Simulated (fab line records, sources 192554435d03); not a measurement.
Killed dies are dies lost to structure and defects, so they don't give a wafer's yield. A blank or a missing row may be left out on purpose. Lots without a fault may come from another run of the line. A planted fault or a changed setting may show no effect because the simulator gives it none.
fab line records | flow n5_finfet
record lots=24 wafers=72 last_day=17
route steps=1938 shown DUMMY_GATE@240 SPACER0@258 ILD0@335 SDB@365 HKMG_FIN@386
lots that met no fault: from a run of the same line without faults
start_h: hours from the record's first day to the start of the lot's first wafer shown | wait_h: hours since the lot's step before | " the same as in the row above | L1.1+2: a row that stands for several wafers | - no value, or no start given | * or withheld: withheld | < > ~ a bound
route shown NAME@n: a module of which the file shows steps, and the number in the route of the first | usual: mean/standard deviation of fault-free wafers | same: alike in all rows | chamber/n: place in a boat | sites: the reading at each site | _std_site: their standard deviation | _edge_site: outer sites' mean less inner sites' | radius_mm: how far each site lies from the wafer's centre | mask NAME#n: copy n | behind: the tool/chamber that last shaped the wafer | hold: why the lot was held/for how many hours/how that ended | device: the transistor (n, p or np) that didn't switch | end of line: the same wafers' tests at the end of the route | a step without rows: its recipe alone | killed: dies lost to structure and defects at the first sort, not the wafer's yield | map: a wafer's dies, x killed, . not, _ none there
set.NAME: the setting as run; set.NAME@STEP: as run at that earlier step | model.NAME: the simulator's own value behind a step, which no gauge read
steps of the route over a sample of lots; a table a step, a row a wafer
services: from which hour (start_h, from the record's first day; less than 0 if before it) a tool's chamber was out of use, for how many hours, and why
## steps
# step N5_DUMMY_GATE_TRIM_49
# recipe chemistry=O2 resist=SOC time_s=29 target_cd_nm=14 source_power_w=300 bias_power_w=0 O2_flow_sccm=100 temp_c=20
# usual O2_flow_sccm=99.97/0.29 drypump_motor_current_A=5.78/0.27 oes_product_au=0.995/0.015 throttle_valve_pct=8.19/0.16
# columns lot.wafer tool chamber start_h wait_h O2_flow_sccm drypump_motor_current_A oes_product_au rf_hours_counter_h throttle_valve_pct
L074.1 rie_si-02 1 45.93 0.0 99.73 5.77 1.004 184 8.37
L074.3 " 0 " " 100.04 5.22 0.979 67 8.27
L074.6 " 0 " " 99.81 5.22 0.975 - 8.26
L075.1 rie_si-02 1 56.71 0.0 100.07 5.78 1.014 184 8.35
L075.3 " 0 " " 99.86 5.24 0.968 67 8.27
L075.6 " 1 " " 100.04 5.79 1.000 - 8.37
L076.1 rie_si-01 2 58.58 0.0 100.52 5.30 0.999 176 8.15
L076.4 " 0 " " 99.95 5.73 1.001 176 8.42
L076.6 " 1 " " 100.19 6.00 1.011 - 7.98
L077.2 rie_si-01 3 65.98 0.0 99.83 5.94 0.989 111 8.19
L077.3 " 0 " " 99.62 5.76 0.994 176 8.43
L077.5 " 0 " " 100.09 5.75 1.004 - 8.45
L078.1 rie_si-02 1 72.79 0.0 100.10 5.77 0.997 185 8.37
L078.2 " 0 " " 100.16 5.22 0.974 68 8.28
L078.5 " 2 " " 99.72 5.86 0.982 - 8.09
L079.2 rie_si-01 3 78.19 0.0 100.30 5.91 0.998 112 8.19
L079.4 " 1 " " 100.36 5.98 1.002 18 7.98
L079.6 " 1 " " 99.94 5.98 0.996 - 7.98
L080.1 rie_si-02 2 82.96 0.0 99.90 5.87 0.995 42 8.09
L080.4 " 3 " " 99.55 5.84 0.972 23 8.00
L080.5 " 0 " " 100.01 5.24 0.970 - 8.26
L081.3 rie_si-02 3 91.49 0.0 99.92 5.83 0.985 24 7.99
L081.5 " 2 " " 99.90 5.84 0.992 - 8.09
L081.6 " 1 " " 100.00 5.77 1.003 - 8.35
L082.1 rie_si-02 1 94.77 0.0 99.69 5.85 1.008 185 8.37
L082.2 " 2 " " 99.66 5.84 0.996 42 8.09
L082.5 " 2 " " 99.59 5.84 0.985 - 8.08
L083.2 rie_si-02 3 100.88 0.0 99.78 5.84 0.973 24 7.98
L083.3 " 0 " " 99.66 5.25 0.966 68 8.27
L083.4 " 2 " " 99.81 5.86 0.987 42 8.11
L084.1 rie_si-01 2 110.26 0.0 100.38 5.32 1.005 176 8.17
L084.2 " 0 " " 99.96 5.74 1.006 177 8.42
L084.3 " 1 " " 100.13 6.00 1.016 19 7.98
L085.1 rie_si-06 2 115.02 0.0 99.94 6.07 0.996 8 8.12
L085.2 " 0 " " 100.11 5.92 1.004 8 8.38
L085.3 " 1 " " 100.08 5.81 0.997 162 8.32
L086.1 rie_si-06 1 120.76 0.0 100.21 5.82 1.002 162 8.32
L086.2 " 0 " " 100.10 5.91 1.033 9 8.39
L086.4 " 3 " " 99.86 6.20 0.982 102 7.93
L087.1 rie_si-01 1 126.97 0.0 99.92 6.01 0.995 19 7.98
L087.5 " 3 " " 100.42 5.93 0.991 - 8.18
L087.6 " 0 " " 99.77 5.75 1.001 - 8.43
L088.2 rie_si-06 2 131.23 0.0 100.09 6.01 1.005 8 8.13
L088.3 " 1 " " 100.02 5.83 0.995 162 8.32
L088.5 " 0 " " 99.93 5.91 1.029 - 8.36
L089.2 rie_si-02 3 137.04 0.0 100.08 5.82 0.974 24 7.98
L089.5 " 2 " " 100.02 5.87 0.992 - 8.08
L089.6 " 3 " " 100.10 5.84 0.972 - 7.99
L090.1 rie_si-01 3 142.67 0.0 100.08 5.98 1.001 113 8.17
L090.3 " 0 " " 100.14 5.75 0.989 177 8.43
L090.4 " 1 " " 99.13 5.99 1.010 19 7.98
L091.1 rie_si-02 1 147.77 0.0 100.04 5.77 1.004 186 8.36
L091.2 " 2 " " 99.78 5.85 1.004 43 8.08
L091.6 " 0 " " 99.54 5.22 0.970 - 8.28
L092.1 rie_si-02 2 157.63 0.0 99.80 5.85 0.994 43 8.09
L092.2 " 3 " " 100.21 5.83 0.980 25 7.99
L092.4 " 1 " " 99.83 5.80 1.007 186 8.38
L093.2 rie_si-06 0 160.26 0.0 100.28 5.94 1.038 9 8.38
L093.5 " 0 " " 100.58 5.93 1.030 - 8.38
L093.6 " 3 " " 99.65 6.22 0.991 - 7.92
L094.3 rie_si-06 1 169.39 0.0 99.88 5.81 1.003 163 8.32
L094.4 " 3 " " 99.95 6.18 0.986 103 7.94
L094.5 " 3 " " 100.00 6.17 0.988 - 7.92
L095.1 rie_si-01 1 173.25 0.0 100.34 5.98 1.000 20 7.97
L095.2 " 2 " " 100.41 5.29 0.990 178 8.16
L095.6 " 1 " " 99.96 5.98 1.007 - 7.96
L096.1 rie_si-01 3 180.07 0.0 100.10 5.93 1.008 113 8.18
L096.2 " 2 " " 99.97 5.31 0.998 178 8.15
L096.5 " 0 " " 100.38 5.75 0.994 - 8.44
L097.1 rie_si-06 3 184.10 0.0 100.23 6.22 1.001 103 7.92
L097.2 " 1 " " 100.22 5.82 1.000 163 8.33
L097.5 " 0 " " 100.06 5.92 1.029 - 8.36
# step N5_SPACER0_ALD_07
# recipe material=SiNx target_thk_a=20 temp_c=400 ald_precursor_family=SiH2I2 ald_co_reactant=N2/H2-plasma pressure_torr=2
# usual heater_power_w=809/97 susceptor_temp_C=399.97/0.22
# columns lot.wafer tool chamber start_h wait_h heater_power_w susceptor_temp_C
L074.1 ald_sin-03 0 47.29 0.0 774 399.56
L074.3 " 2 " " 739 400.22
L074.6 " 1 " " 1049 399.91
L075.1 ald_sin-03 2 58.48 0.3 745 400.02
L075.3 " 0 " " 772 399.95
L075.6 " 2 " " 755 400.25
L076.1 ald_sin-04 3 59.82 0.0 815 399.81
L076.4 " 2 " " 656 400.27
L076.6 " 0 " " 720 399.72
L077.2 ald_sin-03 3 67.34 0.4 861 400.28
L077.3 " 0 " " 769 399.94
L077.5 " 0 " " 788 400.19
L078.1 ald_sin-01 1 73.82 0.0 786 399.64
L078.2 " 3 " " 872 400.39
L078.5 " 2 " " 866 400.01
L079.2 ald_sin-04 1 80.14 1.0 822 399.73
L079.4 " 0 " " 725 399.98
L079.6 " 2 " " 641 399.92
L080.1 ald_sin-04 1 84.25 0.3 818 400.11
L080.4 " 3 " " 810 400.15
L080.5 " 2 " " 644 399.69
L081.3 ald_sin-04 1 92.45 0.0 838 399.82
L081.5 " 2 " " 656 400.16
L081.6 " 1 " " 817 399.83
L082.1 ald_sin-01 1 95.75 0.0 770 400.27
L082.2 " 3 " " 879 399.89
L082.5 " 3 " " 872 399.62
L083.2 ald_sin-03 2 102.11 0.0 687 399.80
L083.3 " 0 " " 782 399.41
L083.4 " 1 " " 994 399.63
L084.1 ald_sin-01 1 111.22 0.0 798 400.28
L084.2 " 2 " " 839 399.98
L084.3 " 0 " " 802 399.99
L085.1 ald_sin-01 0 116.24 0.0 783 400.01
L085.2 " 1 " " 758 400.21
L085.3 " 2 " " 851 399.93
L086.1 ald_sin-04 0 121.96 0.0 710 400.26
L086.2 " 1 " " 826 399.61
L086.4 " 3 " " 833 400.37
L087.1 ald_sin-03 0 128.03 0.0 774 399.77
L087.5 " 1 " " 996 399.93
L087.6 " 2 " " 687 400.10
L088.2 ald_sin-03 1 132.35 0.2 986 400.11
L088.3 " 0 " " 768 400.21
L088.5 " 0 " " 756 400.47
L089.2 ald_sin-04 2 138.06 0.0 652 400.20
L089.5 " 2 " " 660 400.04
L089.6 " 3 " " 821 399.51
L090.1 ald_sin-04 1 143.74 0.1 821 400.10
L090.3 " 2 " " 650 399.99
L090.4 " 3 " " 848 399.81
L091.1 ald_sin-01 1 148.93 0.2 776 399.95
L091.2 " 3 " " 889 399.70
L091.6 " 1 " " 788 399.85
L092.1 ald_sin-04 1 159.02 0.3 827 399.75
L092.2 " 2 " " 652 400.00
L092.4 " 3 " " 851 399.89
L093.2 ald_sin-03 0 161.48 0.0 782 400.13
L093.5 " 2 " " 696 399.91
L093.6 " 1 " " 986 400.07
L094.3 ald_sin-03 1 170.41 0.1 1040 399.85
L094.4 " 2 " " 701 399.89
L094.5 " 0 " " 762 399.78
L095.1 ald_sin-03 2 174.39 0.0 711 399.92
L095.2 " 0 " " 748 399.89
L095.6 " 0 " " 772 399.83
L096.1 ald_sin-01 3 182.18 0.9 885 399.82
L096.2 " 2 " " 867 399.89
L096.5 " 3 " " 905 399.52
L097.1 ald_sin-04 2 185.07 0.0 661 399.95
L097.2 " 3 " " 840 399.50
L097.5 " 1 " " 824 400.20
# step N5_ILD0_LINER_00
# recipe material=SiNx target_thk_a=40 temp_c=400 ald_precursor_family=SiH2I2 ald_co_reactant=N2/H2-plasma pulse_time_s=1 purge_time_s=2 co_reactant_purge_time_s=2 ald_cycles=80 pressure_torr=2
# usual heater_power_w=811/99 precursor_pulse_height_rel=1.001/0.019 susceptor_temp_C=400.02/0.24
# same pulse_time_s=1
# columns lot.wafer tool chamber start_h wait_h heater_power_w precursor_pulse_height_rel susceptor_temp_C
L074.1 ald_sin-02 0 60.59 0.5 905 0.994 400.10
L074.3 " 3 " " 773 1.004 399.69
L074.6 " 1 " " 820 1.000 399.89
L075.1 ald_sin-04 0 70.22 0.1 717 1.000 400.01
L075.3 " 3 " " 832 1.040 399.59
L075.6 " 1 " " 829 1.026 399.74
L076.1 ald_sin-04 2 70.61 0.0 652 0.981 400.31
L076.4 " 0 " " 718 0.976 400.00
L076.6 " 2 " " 649 1.035 400.24
L077.2 ald_sin-02 3 78.73 0.1 777 0.999 400.37
L077.3 " 0 " " 925 0.984 400.07
L077.5 " 3 " " 791 0.964 400.51
L078.1 ald_sin-02 2 84.78 0.0 837 0.988 400.10
L078.2 " 0 " " 931 0.987 399.97
L078.5 " 1 " " 812 0.976 400.01
L079.2 ald_sin-04 0 91.90 0.0 716 1.003 400.12
L079.4 " 2 " " 657 1.010 399.91
L079.6 " 2 " " 670 1.012 400.19
L080.1 ald_sin-02 0 95.21 0.4 930 1.013 399.94
L080.4 " 2 " " 814 1.011 399.91
L080.5 " 3 " " 790 0.988 399.98
L081.3 ald_sin-03 3 102.64 0.2 914 1.007 399.53
L081.5 " 3 " " 879 1.021 399.83
L081.6 " 2 " " 690 1.039 399.99
L082.1 ald_sin-03 1 108.34 0.0 1012 0.988 400.08
L082.2 " 3 " " 881 0.984 399.88
L082.5 " 1 " " 997 1.023 399.96
L083.2 ald_sin-04 0 113.40 0.0 708 1.010 399.95
L083.3 " 3 " " 834 1.010 400.06
L083.4 " 1 " " 830 1.004 399.57
L084.1 ald_sin-04 0 121.34 0.0 714 1.008 399.86
L084.2 " 2 " " 649 1.019 400.12
L084.3 " 1 " " 828 0.990 400.06
L085.1 ald_sin-03 2 126.56 0.0 702 1.015 400.08
L085.2 " 0 " " 782 1.041 399.84
L085.3 " 3 " " 879 1.015 400.32
L086.1 ald_sin-03 2 131.95 0.0 706 0.967 400.08
L086.2 " 3 " " 876 1.009 400.71
L086.4 " 1 " " 1032 0.989 399.76
L087.1 ald_sin-02 1 138.03 0.0 829 0.974 400.15
L087.5 " 2 " " 802 1.009 400.04
L087.6 " 1 " " 836 1.002 400.13
L088.2 ald_sin-04 2 144.52 0.6 647 1.013 399.67
L088.3 " 1 " " 837 0.990 399.85
L088.5 " 1 " " 831 1.002 399.54
L089.2 ald_sin-03 0 149.27 0.5 749 1.007 399.92
L089.5 " 3 " " 880 0.988 399.50
L089.6 " 2 " " 709 1.019 400.15
L090.1 ald_sin-04 2 155.79 0.0 649 0.992 399.97
L090.3 " 1 " " 847 0.963 399.94
L090.4 " 0 " " 733 0.986 400.03
L091.1 ald_sin-03 0 160.58 0.1 771 1.002 400.59
L091.2 " 1 " " 1023 1.032 400.01
L091.6 " 3 " " 867 0.998 400.19
L092.1 ald_sin-02 2 169.08 0.0 817 0.988 400.47
L092.2 " 1 " " 840 1.018 399.84
L092.4 " 0 " " 940 1.033 400.23
L093.2 ald_sin-03 0 171.61 0.0 774 1.003 400.09
L093.5 " 1 " " 1003 0.981 400.56
L093.6 " 0 " " 762 0.992 399.67
L094.3 ald_sin-04 2 182.11 0.7 671 0.952 400.25
L094.4 " 3 " " 833 1.028 400.37
L094.5 " 0 " " 710 0.994 399.87
L095.1 ald_sin-03 2 185.56 0.0 715 1.022 399.91
L095.2 " 1 " " 1014 0.979 399.94
L095.6 " 1 " " 988 1.002 399.82
L096.1 ald_sin-03 0 192.20 0.0 766 0.970 399.68
L096.2 " 2 " " 707 0.984 399.82
L096.5 " 2 " " 701 0.986 400.20
L097.1 ald_sin-03 3 196.50 0.0 890 1.027 399.90
L097.2 " 1 " " 1015 0.966 400.19
L097.5 " 1 " " 1020 0.987 399.98
# step N5_SDB_STRIP_22
# recipe chemistry=N2/H2 power_w=1000 temp_c=250 h2_frac=0.65 overash_fraction=0.3 pressure_mtorr=withheld n2_flow_sccm=1750 h2_flow_sccm=3250
# usual drypump_motor_current_A=5.39/0.19 heater_power_w=348/31 oes_product_au=0.715/0.0045 strip_time_to_endpoint_s=96.1/0.45
# columns lot.wafer tool chamber start_h wait_h drypump_motor_current_A heater_power_w oes_product_au rf_hours_counter_h strip_time_to_endpoint_s
L074.1 plasma_asher-01 0 67.57 0.1 5.16 328 0.716 34 95.8
L074.3 " 1 " " 5.59 375 0.713 - 95.5
L074.6 " 1 " " 5.60 375 0.715 - 95.3
L075.1 plasma_asher-02 0 77.70 0.1 5.53 371 0.716 87 95.8
L075.3 " 1 " " 5.30 300 0.714 - 95.6
L075.6 " 0 " " 5.53 376 0.705 - 95.4
L076.1 plasma_asher-02 0 78.13 0.1 5.53 373 0.713 87 96.5
L076.4 " 0 " " 5.53 371 0.707 - 95.9
L076.6 " 1 " " 5.32 300 0.717 - 96.4
L077.2 plasma_asher-01 1 86.16 0.1 5.61 377 0.714 38 95.2
L077.3 " 0 " " 5.16 318 0.712 - 95.1
L077.5 " 0 " " 5.14 331 0.723 - 95.2
L078.1 plasma_asher-01 0 92.00 0.1 5.16 320 0.715 40 96.5
L078.2 " 1 " " 5.58 368 0.717 40 95.6
L078.5 " 1 " " 5.58 376 0.715 - 95.7
L079.2 plasma_asher-01 0 99.04 0.1 5.18 327 0.709 41 96.1
L079.4 " 1 " " 5.57 373 0.708 - 96.3
L079.6 " 1 " " 5.57 383 0.718 - 96.6
L080.1 plasma_asher-01 1 102.97 0.1 5.59 377 0.711 42 95.8
L080.4 " 0 " " 5.17 330 0.718 - 95.6
L080.5 " 1 " " 5.57 373 0.722 - 95.7
L081.3 plasma_asher-02 1 109.90 0.1 5.31 294 0.715 - 95.3
L081.5 " 0 " " 5.52 374 0.715 - 95.6
L081.6 " 1 " " 5.29 299 0.717 - 95.2
L082.1 plasma_asher-01 0 116.24 0.1 5.14 327 0.715 44 96.2
L082.2 " 1 " " 5.60 372 0.717 44 96.2
L082.5 " 1 " " 5.57 380 0.718 - 96.3
L083.2 plasma_asher-01 1 121.52 0.1 5.59 374 0.709 45 96.2
L083.3 " 0 " " 5.16 329 0.715 - 96.5
L083.4 " 1 " " 5.56 379 0.717 - 96.0
L084.1 plasma_asher-01 0 128.33 0.1 5.17 331 0.721 47 96.5
L084.2 " 1 " " 5.59 379 0.714 47 95.9
L084.3 " 1 " " 5.58 370 0.718 - 96.2
L085.1 plasma_asher-01 0 135.45 0.1 5.20 321 0.711 48 96.2
L085.2 " 1 " " 5.58 378 0.707 48 96.6
L085.3 " 1 " " 5.60 385 0.712 - 96.2
L086.1 plasma_asher-01 0 139.08 0.1 5.18 325 0.716 49 95.5
L086.2 " 1 " " 5.58 380 0.712 49 95.5
L086.4 " 0 " " 5.18 322 0.710 - 95.9
L087.1 plasma_asher-01 1 146.31 0.1 5.60 367 0.709 51 96.9
L087.5 " 1 " " 5.59 381 0.716 - 96.7
L087.6 " 0 " " 5.16 329 0.720 - 96.4
L088.2 plasma_asher-01 1 151.77 0.1 5.58 377 0.715 53 96.0
L088.3 " 0 " " 5.19 326 0.712 - 96.9
L088.5 " 1 " " 5.58 385 0.710 - 96.4
L089.2 plasma_asher-01 0 157.26 0.1 5.20 318 0.714 53 96.9
L089.5 " 0 " " 5.16 322 0.715 - 96.8
L089.6 " 1 " " 5.57 373 0.713 - 96.6
L090.1 plasma_asher-02 0 162.96 0.1 5.51 367 0.722 103 96.1
L090.3 " 1 " " 5.33 291 0.715 - 96.5
L090.4 " 0 " " 5.52 376 0.709 - 96.0
L091.1 plasma_asher-02 0 167.71 0.1 5.51 374 0.724 103 95.9
L091.2 " 1 " " 5.32 297 0.710 103 96.4
L091.6 " 1 " " 5.33 296 0.717 - 95.6
L092.1 plasma_asher-01 0 176.07 0.1 5.18 325 0.720 58 96.0
L092.2 " 1 " " 5.57 384 0.718 58 96.2
L092.4 " 0 " " 5.17 327 0.709 - 95.8
L093.2 plasma_asher-01 1 178.84 0.1 5.60 389 0.715 58 96.6
L093.5 " 1 " " 5.59 385 0.714 - 96.9
L093.6 " 0 " " 5.20 318 0.718 - 96.6
L094.3 plasma_asher-01 0 189.28 0.1 5.19 328 0.709 - 96.9
L094.4 " 1 " " 5.58 380 0.716 - 96.5
L094.5 " 1 " " 5.58 372 0.717 - 96.7
L095.1 plasma_asher-01 0 192.55 0.1 5.20 329 0.726 61 96.9
L095.2 " 1 " " 5.56 379 0.711 61 96.7
L095.6 " 0 " " 5.19 324 0.710 - 96.7
L096.1 plasma_asher-01 0 199.43 0.1 5.17 325 0.708 63 95.7
L096.2 " 1 " " 5.58 379 0.712 63 96.2
L096.5 " 1 " " 5.58 377 0.713 - 96.1
L097.1 plasma_asher-01 1 203.67 0.2 5.60 378 0.707 65 96.1
L097.2 " 0 " " 5.18 322 0.713 65 96.3
L097.5 " 0 " " 5.19 328 0.711 - 96.1
# step N5_SDB_INSPECT_36
# recipe inspect_instrument=darkfield mode=post_cmp
# usual raw_defect_count=32/14
# columns lot.wafer tool chamber start_h wait_h raw_defect_count
L074.1 defect_inspect-02 - 71.39 0.0 18
L074.3 " - " " 31
L074.6 " - " " 48
L075.1 defect_inspect-02 - 81.88 0.0 36
L075.3 " - " " 29
L075.6 " - " " 21
L076.1 defect_inspect-01 - 81.95 0.0 57
L076.4 " - " " 47
L076.6 " - " " 37
L077.2 defect_inspect-01 - 89.78 0.0 10
L077.3 " - " " 18
L077.5 " - " " 36
L078.1 defect_inspect-01 - 95.56 0.0 51
L078.2 " - " " 41
L078.5 " - " " 68
L079.2 defect_inspect-01 - 103.01 0.0 11
L079.4 " - " " 20
L079.6 " - " " 9
L080.1 defect_inspect-01 - 106.97 0.0 19
L080.4 " - " " 64
L080.5 " - " " 25
L081.3 defect_inspect-02 - 113.67 0.0 25
L081.5 " - " " 20
L081.6 " - " " 18
L082.1 defect_inspect-01 - 120.27 0.0 24
L082.2 " - " " 32
L082.5 " - " " 31
L083.2 defect_inspect-01 - 125.16 0.0 25
L083.3 " - " " 28
L083.4 " - " " 52
L084.1 defect_inspect-01 - 131.99 0.0 40
L084.2 " - " " 23
L084.3 " - " " 20
L085.1 defect_inspect-02 - 138.99 0.0 35
L085.2 " - " " 21
L085.3 " - " " 27
L086.1 defect_inspect-02 - 142.95 0.0 48
L086.2 " - " " 27
L086.4 " - " " 8
L087.1 defect_inspect-02 - 150.14 0.0 19
L087.5 " - " " 54
L087.6 " - " " 40
L088.2 defect_inspect-02 - 155.52 0.0 66
L088.3 " - " " 12
L088.5 " - " " 29
L089.2 defect_inspect-01 - 161.53 0.0 62
L089.5 " - " " 59
L089.6 " - " " 15
L090.1 defect_inspect-01 - 166.51 0.0 34
L090.3 " - " " 17
L090.4 " - " " 20
L091.1 defect_inspect-01 - 171.44 0.0 43
L091.2 " - " " 42
L091.6 " - " " 38
L092.1 defect_inspect-02 - 179.65 0.0 15
L092.2 " - " " 25
L092.4 " - " " 20
L093.2 defect_inspect-01 - 182.52 0.0 42
L093.5 " - " " 40
L093.6 " - " " 40
L094.3 defect_inspect-02 - 194.40 0.0 31
L094.4 " - " " 30
L094.5 " - " " 35
L095.1 defect_inspect-01 - 196.14 0.0 21
L095.2 " - " " 37
L095.6 " - " " 17
L096.1 defect_inspect-02 - 202.97 0.0 36
L096.2 " - " " 28
L096.5 " - " " 48
L097.1 defect_inspect-02 - 207.22 0.0 18
L097.2 " - " " 23
L097.5 " - " " 29
# step N5_HKMG_FIN_HK_ALD_01
# recipe material=HfO2 target_thk_a=16 temp_c=withheld ald_precursor_family=HfCl4 ald_co_reactant=H2O pulse_time_s=3 purge_time_s=3 co_reactant_purge_time_s=2.5 co_reactant_pulse_time_s=0.3 ald_cycles=30
# usual precursor_pulse_height_rel=0.998/0.02
# same pulse_time_s=3
# columns lot.wafer tool chamber start_h wait_h precursor_pulse_height_rel
L074.1 ald_hk-01 0 71.98 0.0 1.031
L074.3 " 2 " " 0.979
L074.6 " 0 " " 0.965
L075.1 ald_hk-01 2 82.51 0.0 1.030
L075.3 " 0 " " 0.979
L075.6 " 1 " " 0.982
L076.1 ald_hk-03 3 82.66 0.0 0.967
L076.4 " 1 " " 0.991
L076.6 " 0 " " 1.008
L077.2 ald_hk-01 3 90.41 0.0 1.009
L077.3 " 1 " " 0.966
L077.5 " 0 " " 1.007
L078.1 ald_hk-01 3 96.22 0.0 0.984
L078.2 " 1 " " 0.990
L078.5 " 0 " " 0.963
L079.2 ald_hk-02 2 103.64 0.0 0.995
L079.4 " 3 " " 0.973
L079.6 " 1 " " 1.008
L080.1 ald_hk-01 1 107.56 0.0 0.989
L080.4 " 3 " " 0.974
L080.5 " 0 " " 1.005
L081.3 ald_hk-01 1 114.30 0.0 1.021
L081.5 " 3 " " 1.004
L081.6 " 2 " " 1.030
L082.1 ald_hk-01 1 120.94 0.0 1.022
L082.2 " 3 " " 0.971
L082.5 " 3 " " 0.987
L083.2 ald_hk-01 3 125.77 0.0 0.971
L083.3 " 0 " " 0.987
L083.4 " 1 " " 0.988
L084.1 ald_hk-01 1 132.58 0.0 0.973
L084.2 " 0 " " 0.985
L084.3 " 2 " " 1.024
L085.1 ald_hk-01 3 139.74 0.0 0.951
L085.2 " 0 " " 1.032
L085.3 " 2 " " 1.022
L086.1 ald_hk-03 3 143.55 0.0 1.046
L086.2 " 2 " " 0.978
L086.4 " 0 " " 1.002
L087.1 ald_hk-03 1 150.78 0.1 0.999
L087.5 " 2 " " 0.995
L087.6 " 1 " " 0.973
L088.2 ald_hk-02 0 156.11 0.0 0.999
L088.3 " 3 " " 0.984
L088.5 " 1 " " 1.021
L089.2 ald_hk-03 0 162.18 0.0 0.974
L089.5 " 2 " " 0.992
L089.6 " 1 " " 1.012
L090.1 ald_hk-01 0 167.10 0.0 1.003
L090.3 " 1 " " 1.025
L090.4 " 2 " " 0.990
L091.1 ald_hk-01 3 172.03 0.0 0.968
L091.2 " 1 " " 0.979
L091.6 " 3 " " 1.006
L092.1 ald_hk-03 0 180.24 0.0 1.011
L092.2 " 3 " " 0.986
L092.4 " 2 " " 1.022
L093.2 ald_hk-03 1 183.12 0.0 0.995
L093.5 " 1 " " 1.026
L093.6 " 0 " " 0.996
L094.3 ald_hk-01 0 195.22 0.0 1.000
L094.4 " 1 " " 0.985
L094.5 " 3 " " 1.014
L095.1 ald_hk-01 3 196.74 0.0 0.993
L095.2 " 1 " " 1.026
L095.6 " 3 " " 1.000
L096.1 ald_hk-03 0 203.74 0.0 1.006
L096.2 " 1 " " 0.987
L096.5 " 3 " " 0.990
L097.1 ald_hk-03 3 208.03 0.0 0.971
L097.2 " 0 " " 0.982
L097.5 " 3 " " 0.985
## services
# columns tool chamber start_h hours kind
ald_hk-01 - 22.41 8.7 pm
ald_sin-04 - 27.73 6.0 pm
ald_sin-03 1 37.68 4.0 repair
ald_hk-02 - 38.23 6.0 pm
plasma_asher-02 - 38.73 1.3 repair
rie_si-06 3 41.44 53.8 repair
ald_sin-01 1 47.00 7.8 repair
rie_si-01 1 59.49 1.5 repair
ald_sin-03 - 85.25 14.0 pm
ald_sin-03 0 85.25 14.0 vent_cycle
ald_sin-03 1 85.25 14.0 vent_cycle
ald_sin-03 2 85.25 14.0 vent_cycle
ald_sin-03 3 85.25 14.0 vent_cycle
plasma_asher-02 - 85.76 3.6 repair
ald_sin-03 0 99.25 - clean
ald_sin-03 1 99.25 - clean
ald_hk-02 - 102.69 0.2 repair
ald_sin-02 0 151.45 4.1 repair
ald_hk-03 - 167.10 2.8 pm
ald_sin-02 1 171.39 20.0 repair
ald_sin-01 1 173.81 11.8 repair
ald_sin-02 - 177.03 14.0 pm
rie_si-02 2 194.42 2.8 repair
plasma_asher-02 - 195.77 10.0 pm
## key
fault none
